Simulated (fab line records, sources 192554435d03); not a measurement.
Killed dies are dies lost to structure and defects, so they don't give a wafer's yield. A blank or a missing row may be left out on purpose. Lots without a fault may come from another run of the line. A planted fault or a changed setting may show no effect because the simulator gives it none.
Which tool did it? | flow n5_finfet | 8 lots, 24 wafers sampled, at 5 steps of a route of 1938

WHAT THE GAUGES READ, wafer by wafer
N5_BEOL_M4_RC_MEAS_101. Usual: DIBL_N 35.7 mV/V, standard deviation 1.3; DIBL_P 35.4 mV/V, standard deviation 1.8; IOFF_N 0.152 nA/um, standard deviation 0.027; IOFF_P 0.20 nA/um, standard deviation 0.034; ION_N 672 uA/um, standard deviation 9.8; ION_P 461 uA/um, standard deviation 7.5; SS_N 71.4 mV/dec, standard deviation 0.55; SS_P 73.1 mV/dec, standard deviation 0.61; VT_N 251 mV, standard deviation 3.3; VT_P -251 mV, standard deviation 3.6.
lot  | measured     | on        | DIBL_N (mV/V)  | DIBL_P (mV/V)  | IOFF_N (nA/um)    | IOFF_P (nA/um) | ION_N (uA/um) | ION_P (uA/um) | SS_N (mV/dec)  | SS_P (mV/dec)  | VT_N (mV)   | VT_P (mV)      | flag
L735 | day 8 11:07  | prober-01 | 38.6 34.7 34.8 | 38.5 32.9 34.2 | 0.217 0.139 0.144 | 0.30 0.21 0.22 | 674 671 673   | 468 463 460   | 72.4 71.0 71.6 | 74.4 72.9 73.5 | 248 251 251 | -244 -249 -248 |
L738 | day 9 02:27  | prober-02 | 35.6 38.0 37.0 | 36.1 39.5 37.8 | 0.174 0.237 0.203 | 0.24 0.32 0.27 | 679 694 691   | 472 484 481   | 71.7 72.4 71.8 | 73.4 73.6 73.5 | 247 243 243 | -243 -242 -243 |
L751 | day 12 16:40 | prober-02 | 39.0 38.2 37.7 | 38.9 37.8 37.7 | 0.201 0.196 0.175 | 0.28 0.27 0.26 | 685 691 677   | 474 479 472   | 71.8 72.4 71.4 | 74.3 74.4 74.6 | 246 248 248 | -246 -244 -244 |
L752 | day 12 11:26 | prober-01 | 35.3 34.3 34.0 | 34.9 33.2 33.3 | 0.143 0.123 0.126 | 0.18 0.17 0.18 | 676 666 667   | 459 457 460   | 71.4 70.4 70.9 | 72.9 72.6 72.6 | 252 254 252 | -253 -254 -252 |
L753 | day 12 17:35 | prober-02 | 33.4 33.5 36.0 | 34.1 33.9 36.6 | 0.116 0.108 0.151 | 0.15 0.15 0.18 | 656 649 663   | 451 445 452   | 71.0 70.8 71.3 | 72.4 72.5 73.1 | 256 258 251 | -258 -256 -257 |
L754 | day 12 22:13 | prober-02 | 35.3 37.8 35.5 | 35.0 38.1 35.2 | 0.137 0.182 0.137 | 0.18 0.22 0.18 | 679 689 678   | 464 468 466   | 70.7 71.5 71.0 | 72.9 73.6 73.5 | 254 249 250 | -252 -249 -253 |

WHICH TOOL RAN EACH LOT (tool, then ch and the chambers of the sampled wafers, then the start)
lot  | N5_MOL_CONTACT_COAG_ETCHBACK_135   | N5_MOL_CONTACT_COAG_ETCH_66        | N5_MOL_CONTACT_COAG_ETCHBACK_134   | N5_MOL_CONTACT_COAG_ETCH_124
L735 | rie_diel-05 ch 2,3, day 5 15:16    | rie_diel-01 ch 0,1,2, day 5 16:25  | rie_diel-01 ch 0,1,2, day 5 16:41  | rie_diel-01 ch 0,1,2, day 5 16:52
L738 | rie_diel-06 ch 0,1,2, day 6 11:23  | rie_diel-05 ch 0,1, day 6 12:40    | rie_diel-05 ch 0,2,3, day 6 13:01  | rie_diel-05 ch 0,2,3, day 6 13:13
L749 | rie_diel-06 ch 0,1,3, day 9 04:25  | rie_diel-01 ch 1,2,3, day 9 05:32  | rie_diel-05 ch 0,2,3, day 9 05:47  | rie_diel-05 ch 0,2,3, day 9 05:58
L750 | rie_diel-06 ch 1,2, day 9 11:13    | rie_diel-01 ch 2,3, day 9 12:15    | rie_diel-06 ch 1,2,3, day 9 12:31  | rie_diel-06 ch 1,2,3, day 9 12:42
L751 | rie_diel-01 ch 1,2,3, day 9 17:54  | rie_diel-01 ch 0,2,3, day 9 19:06  | rie_diel-06 ch 1,2,3, day 9 19:22  | rie_diel-06 ch 1,2,3, day 9 19:32
L752 | rie_diel-06 ch 0,1,3, day 9 23:11  | rie_diel-05 ch 1,2,3, day 10 00:10 | rie_diel-06 ch 0,1,3, day 10 00:25 | rie_diel-06 ch 0,1,3, day 10 00:37
L753 | rie_diel-01 ch 0,1, day 10 02:25   | rie_diel-05 ch 1,2, day 10 03:28   | rie_diel-06 ch 0,1, day 10 03:47   | rie_diel-06 ch 0,1, day 10 03:58
L754 | rie_diel-05 ch 0,1,2, day 10 09:40 | rie_diel-01 ch 0,1,3, day 10 10:41 | rie_diel-05 ch 0,2, day 10 10:56   | rie_diel-05 ch 0,2, day 10 11:08
- N5_MOL_CONTACT_COAG_ETCHBACK_135: etches SiO2 in CHF3, target depth 25 nm, time 16.7 s.
- N5_MOL_CONTACT_COAG_ETCH_66: etches SiARC in CF4, target depth 13 nm, time 21.7 s.
- N5_MOL_CONTACT_COAG_ETCHBACK_134: etches SiO2 in CHF3, target depth 10 nm, time 6.7 s.
- N5_MOL_CONTACT_COAG_ETCH_124: etches SiNx in CH3F/O2, stops on SiOC, target depth 6.5 nm.

WHAT THE TOOLS THEMSELVES READ (means of the sampled wafers that have a number; where no wafer has one, the mark that the record gives instead)
N5_MOL_CONTACT_COAG_ETCHBACK_135. Usual: CHF3_flow_sccm 49.99 sccm, standard deviation 0.17; bias_w 169.9 W, standard deviation 0.49; drypump_motor_current_A 5.6 A, standard deviation 0.48; oes_f_703_au 0.81 a.u., standard deviation 0.086; oes_product_au 0.80 a.u., standard deviation 0.088; rf_vpp_V 522 V, standard deviation 4; showerhead_plenum_p_Torr 2.42 Torr, standard deviation 0.084; throttle_valve_pct 18.80 %, standard deviation 0.25.
lot  | tool        | CHF3_flow_sccm (sccm) | bias_w (W) | drypump_motor_current_A (A) | oes_f_703_au (a.u.) | oes_product_au (a.u.) | rf_vpp_V (V) | showerhead_plenum_p_Torr (Torr) | throttle_valve_pct (%) | flag
L735 | rie_diel-05 | 49.97                 | 170.0      | 5.2                         | 0.94                | 0.94                  | 527          | 2.47                            | 18.67                  |
L738 | rie_diel-06 | 49.88                 | 170.3      | 5.6                         | 0.84                | 0.83                  | 521          | 2.47                            | 18.84                  |
L749 | rie_diel-06 | 49.99                 | 169.6      | 5.6                         | 0.81                | 0.79                  | 523          | 2.49                            | 18.95                  |
L750 | rie_diel-06 | 49.80                 | 169.8      | 6.1                         | 0.81                | 0.80                  | 518          | 2.47                            | 18.86                  |
L751 | rie_diel-01 | 49.99                 | 170.0      | 5.4                         | 0.75                | 0.75                  | 522          | 2.31                            | 18.58                  |
L752 | rie_diel-06 | 49.80                 | 170.1      | 5.6                         | 0.80                | 0.79                  | 523          | 2.49                            | 18.96                  |
L753 | rie_diel-01 | 49.79                 | 169.9      | 6.0                         | 0.70                | 0.69                  | 519          | 2.36                            | 19.09                  |
L754 | rie_diel-05 | 50.01                 | 170.0      | 5.8                         | 0.86                | 0.86                  | 521          | 2.35                            | 18.62                  |

N5_MOL_CONTACT_COAG_ETCH_66. Usual: drypump_motor_current_A 5.6 A, standard deviation 0.38; etch_rf_on_time_s 21.5 s, standard deviation 0.35; oes_product_au 0.69 a.u., standard deviation 0.075; rf_vpp_V 183.8 V, standard deviation 1.1; showerhead_plenum_p_Torr 2.13 Torr, standard deviation 0.063; throttle_valve_pct 15.57 %, standard deviation 0.28.
lot  | tool        | drypump_motor_current_A (A) | etch_rf_on_time_s (s) | oes_product_au (a.u.) | rf_vpp_V (V) | showerhead_plenum_p_Torr (Torr) | throttle_valve_pct (%) | flag
L735 | rie_diel-01 | 5.7                         | 21.7                  | 0.63                  | 183.7        | 2.11                            | 15.72                  |
L738 | rie_diel-05 | 5.7                         | 21.5                  | 0.78                  | 183.3        | 2.14                            | 15.29                  |
L749 | rie_diel-01 | 5.4                         | 21.7                  | 0.65                  | 183.7        | 2.09                            | 15.49                  |
L750 | rie_diel-01 | 5.3                         | 21.4                  | 0.67                  | 183.3        | 2.07                            | 15.39                  |
L751 | rie_diel-01 | 5.6                         | 21.5                  | 0.65                  | 183.1        | 2.09                            | 15.58                  |
L752 | rie_diel-05 | 5.5                         | 21.0                  | 0.75                  | 184.1        | 2.17                            | 15.52                  |
L753 | rie_diel-05 | 5.8                         | 21.1                  | 0.74                  | 183.6        | 2.11                            | 15.63                  |
L754 | rie_diel-01 | 5.7                         | 21.8                  | 0.61                  | 183.1        | 2.10                            | 15.72                  |

N5_MOL_CONTACT_COAG_ETCHBACK_134. Usual: CHF3_flow_sccm 49.98 sccm, standard deviation 0.15; bias_w 170.0 W, standard deviation 0.51; drypump_motor_current_A 5.6 A, standard deviation 0.43; oes_f_703_au 0.80 a.u., standard deviation 0.08; oes_product_au 0.79 a.u., standard deviation 0.082; rf_vpp_V 522 V, standard deviation 4; showerhead_plenum_p_Torr 2.39 Torr, standard deviation 0.082; throttle_valve_pct 18.74 %, standard deviation 0.28.
lot  | tool        | CHF3_flow_sccm (sccm) | bias_w (W) | drypump_motor_current_A (A) | oes_f_703_au (a.u.) | oes_product_au (a.u.) | rf_vpp_V (V) | showerhead_plenum_p_Torr (Torr) | throttle_valve_pct (%) | flag
L735 | rie_diel-01 | 50.01                 | 170.2      | 5.7                         | 0.74                | 0.73                  | 520          | 2.35                            | 18.80                  |
L738 | rie_diel-05 | 49.80                 | 169.9      | 5.4                         | 0.90                | 0.90                  | 524          | 2.40                            | 18.63                  |
L749 | rie_diel-05 | -                     | -          | -                           | -                   | -                     | -            | -                               | -                      | OFF
L750 | rie_diel-06 | -                     | -          | -                           | -                   | -                     | -            | -                               | -                      | OFF
L751 | rie_diel-06 | 50.04                 | 170.2      | 5.9                         | 0.75                | 0.74                  | 521          | 2.44                            | 18.98                  |
L752 | rie_diel-06 | 50.10                 | 169.5      | 5.6                         | 0.80                | 0.79                  | 524          | 2.49                            | 18.96                  |
L753 | rie_diel-06 | 49.97                 | 170.5      | 5.3                         | 0.85                | 0.84                  | 523          | 2.51                            | 18.87                  |
L754 | rie_diel-05 | 49.92                 | 170.2      | 5.6                         | 0.85                | 0.85                  | 519          | 2.31                            | 18.81                  |

N5_MOL_CONTACT_COAG_ETCH_124. Usual: drypump_motor_current_A 5.6 A, standard deviation 0.43; oes_f_703_au 0.80 a.u., standard deviation 0.08; oes_product_au 0.68 a.u., standard deviation 0.066; rf_vpp_V 296.4 V, standard deviation 2.3; showerhead_plenum_p_Torr 2.01 Torr, standard deviation 0.072; throttle_valve_pct 16.34 %, standard deviation 0.28.
lot  | tool        | drypump_motor_current_A (A) | oes_f_703_au (a.u.) | oes_product_au (a.u.) | rf_vpp_V (V) | showerhead_plenum_p_Torr (Torr) | throttle_valve_pct (%) | flag
L735 | rie_diel-01 | 5.7                         | 0.75                | 0.64                  | 295.5        | 1.97                            | 16.41                  |
L738 | rie_diel-05 | 5.4                         | 0.89                | 0.76                  | 298.2        | 2.01                            | 16.19                  |
L749 | rie_diel-05 | 5.4                         | 0.86                | 0.74                  | 297.8        | 2.01                            | 16.24                  |
L750 | rie_diel-06 | 5.9                         | 0.76                | 0.64                  | 295.2        | 2.05                            | 16.57                  |
L751 | rie_diel-06 | 5.9                         | 0.76                | 0.64                  | 295.8        | 2.05                            | 16.59                  |
L752 | rie_diel-06 | 5.6                         | 0.80                | 0.67                  | 296.7        | 2.10                            | 16.54                  |
L753 | rie_diel-06 | 5.3                         | 0.85                | 0.72                  | 296.8        | 2.12                            | 16.45                  |
L754 | rie_diel-05 | 5.6                         | 0.85                | 0.72                  | 295.6        | 1.94                            | 16.37                  |

THE ANSWER, worked out from the rows above alone
Rule: a lot is off if the mean of its wafers that have a number lies more than 3 standard deviations from the usual mean. A lot without any number at a reading at which 4 lots or more have one is off too. The other lots that the step has rows for count as sound. The gauges are gone through in route order, then the tools' own readings, and for those a lot's mean is taken as printed above. The first step at which some lot is off is used, and at that step the reading that is off furthest; a lot without a number counts as furthest.
Off: L749, L750, at N5_MOL_CONTACT_COAG_ETCHBACK_134 (CHF3_flow_sccm). Without a number there: L749, L750.
A tool fits if, at that step or a process step before it, it ran every lot that is off, and no sound lot after the first of them. None of those tried fits.

WHAT THE SIMULATOR HAD PUT IN
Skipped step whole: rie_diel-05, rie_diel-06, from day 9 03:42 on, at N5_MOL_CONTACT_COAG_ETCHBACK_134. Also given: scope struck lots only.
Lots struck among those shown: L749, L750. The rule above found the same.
